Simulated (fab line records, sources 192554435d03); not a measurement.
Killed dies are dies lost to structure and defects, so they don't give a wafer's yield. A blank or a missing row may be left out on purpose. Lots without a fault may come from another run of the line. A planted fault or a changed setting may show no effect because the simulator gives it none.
A struck lot beside a sound one | flow n5_finfet | 16 steps out of a route of 1938
Sound: wafers L491.2, L491.3, L491.5. Struck: wafers L479.1, L479.3. (L479.5 of the same lot was not struck and is left out.) The cause comes at the end.
At each step with rows: each side's tool, then ch and its chambers, then its first start. Under that, the readings that differ: sound wafers | struck wafers | difference of the means | sigmas: that difference in standard deviations of wafers without a fault.
alike: readings whose means differ by less than 2 such deviations, and words and numbers that are the same on both sides. not compared: withheld readings, readings that some wafer has no value for, bounds like >300 that may hide the same value, and numbers for which the record gives no deviation and whose values overlap.
The two part at a step that has a row with sigmas, a row that says differs or no value, or rows on one side only. Numbers that don't overlap but have no deviation are shown without sigmas and don't part them. A reading that every wafer of one side lacks parts them only if that side has two wafers or more.

first, 4 steps without rows for these wafers: N5_BEOL_M3_SOFTBAKE_23 (time 60 s); N5_BEOL_M3_EXPOSE_25 (exposes mask V2, defocus 5 nm); N5_BEOL_M3_PEB_26 (peb time 60 s); N5_BEOL_M3_DEVELOP_27 (develop time 30 s).
N5_BEOL_M3_CD_MEAS_28: target cd 25.7 nm, target cd y 23.3 nm.
  sound on cd_sem-01 ch 0, day 11 11:12; struck on cd_sem-01 ch 0, day 9 02:52
  alike: cd_nm
N5_BEOL_M3_OVL_MEAS_29:
  sound on overlay-01 ch 0, day 11 11:14; struck on overlay-02 ch 0, day 9 02:53
  alike: V2_OVL
N5_BEOL_M3_INSPECT_30: inspects for defects (brightfield).
  sound on defect_inspect-01, day 11 11:17; struck on defect_inspect-01, day 9 02:57
  alike: raw_defect_count
N5_BEOL_M3_DESCUM_33: chemistry O2, time 7 s.
  sound on rie_diel-03 ch 1,2,3, day 11 11:19; struck on rie_diel-06 ch 2,3, day 9 03:18
  reading                     | sound             | struck      | difference | sigmas
  bias_power_w (W)            | 19.97 19.91 19.92 | 20.03 20.11 | +0.14      | +3
  drypump_motor_current_A (A) | 5.2 4.8 5.1       | 5.7 6.8     | +1.2       | +2
  alike: oes_product_au, rf_vpp_V, showerhead_plenum_p_Torr, throttle_valve_pct
  not compared: rf_hours_counter_h
N5_BEOL_M3_ETCH_77: etches underlayer in N2/H2, target depth 6.5 nm, time 5.2 s.
  sound on rie_diel-03 ch 1,2,3, day 11 11:21; struck on rie_diel-06 ch 2,3, day 9 03:20
  reading                     | sound       | struck  | difference | sigmas
  drypump_motor_current_A (A) | 5.2 4.8 5.1 | 5.7 6.8 | +1.2       | +2
  alike: etch_rf_on_time_s, n2_flow_sccm, oes_product_au, rf_vpp_V, showerhead_plenum_p_Torr, throttle_valve_pct
  not compared: rf_hours_counter_h
N5_BEOL_M3_ETCH_69: etches SiARC in CF4, target depth 15.6 nm, time 26 s.
  sound on rie_diel-03 ch 1,2,3, day 11 11:22; struck on rie_diel-06 ch 2,3, day 9 03:21
  reading                     | sound       | struck  | difference | sigmas
  drypump_motor_current_A (A) | 5.2 4.8 5.1 | 5.7 6.8 | +1.2       | +2
  alike: etch_rf_on_time_s, oes_product_au, rf_vpp_V, showerhead_plenum_p_Torr, throttle_valve_pct
  not compared: rf_hours_counter_h
N5_BEOL_M3_ALD_98: deposits SiO2, target thk 2.5 nm, pulse time 1 s, co reactant pulse time 1 s.
  sound on ald_sin-03 ch 0,2,3, day 11 11:30; struck on ald_sin-01 ch 2,3, day 9 03:38
  alike: heater_power_w, precursor_pulse_height_rel
N5_BEOL_M3_ETCHBACK_99: etches SiO2 in CHF3, target depth 5 nm, time 10.4 s.
  sound on rie_diel-03 ch 0,2,3, day 11 19:12; struck on rie_diel-06 ch 0,1, day 9 03:46
  alike: drypump_motor_current_A, oes_product_au, rf_vpp_V, showerhead_plenum_p_Torr, throttle_valve_pct
  not compared: rf_hours_counter_h
N5_BEOL_M3_ETCH_70: etches SOC in N2/H2, target depth 80 nm, overetch 16 nm, time 120 s.
  sound on rie_diel-03 ch 0,2,3, day 11 19:14; struck on rie_diel-06 ch 0,1, day 9 03:49
  reading                                    | sound       | struck  | difference | sigmas
  model.SiARC_of_BEOL_M3_COAT_68.thk_nm (nm) | 6.4 6.4 6.4 | 4.4 4.6 | -1.9       |
  alike: drypump_motor_current_A, n2_flow_sccm, oes_product_au, rf_vpp_V, showerhead_plenum_p_Torr, throttle_valve_pct
  not compared: rf_hours_counter_h
then, 1 step without rows for these wafers: N5_BEOL_M3_STRIP_71 (strips in N2/H2).
N5_BEOL_M4_RC_MEAS_101:
  sound on prober-02 ch 0, day 12 10:14; struck on prober-01 ch 0, day 9 22:34
  reading        | sound             | struck      | difference | sigmas
  DIBL_N (mV/V)  | 35.8 33.8 34.7    | 38.6 37.5   | +3.3       | +2
  IOFF_N (nA/um) | 0.156 0.123 0.145 | 0.208 0.178 | +0.052     | +2
  alike: DIBL_P, IOFF_P, ION_N, ION_P, SS_N, SS_P, VT_N, VT_P
-- the record jumps here: 4 days lie between the struck wafers' starts before and after (it left off in module BEOL_M4 and takes up again in module PASSIVATION, whose first step shown is number 1936 of the route) --
N5_PASSIVATION_PROBE_49:
  sound on prober-02, day 17 02:08; struck on prober-01, day 14 03:11
  alike: defect_limited_yield, killed_at_M0_to_M3, killed_at_M4_up, killed_at_contacts, killed_at_front_end, killed_at_other, killed_dies, killed_open, killed_short, sort_bin_5_function, sort_bin_6_memory, sort_n_pass, sort_yield_pct

WHERE THEY PART
First at N5_BEOL_M3_DESCUM_33; last, within this record, at N5_BEOL_M4_RC_MEAS_101. Later steps at which nothing parts them and some readings are alike: N5_PASSIVATION_PROBE_49.

WHY: what the simulator had put in
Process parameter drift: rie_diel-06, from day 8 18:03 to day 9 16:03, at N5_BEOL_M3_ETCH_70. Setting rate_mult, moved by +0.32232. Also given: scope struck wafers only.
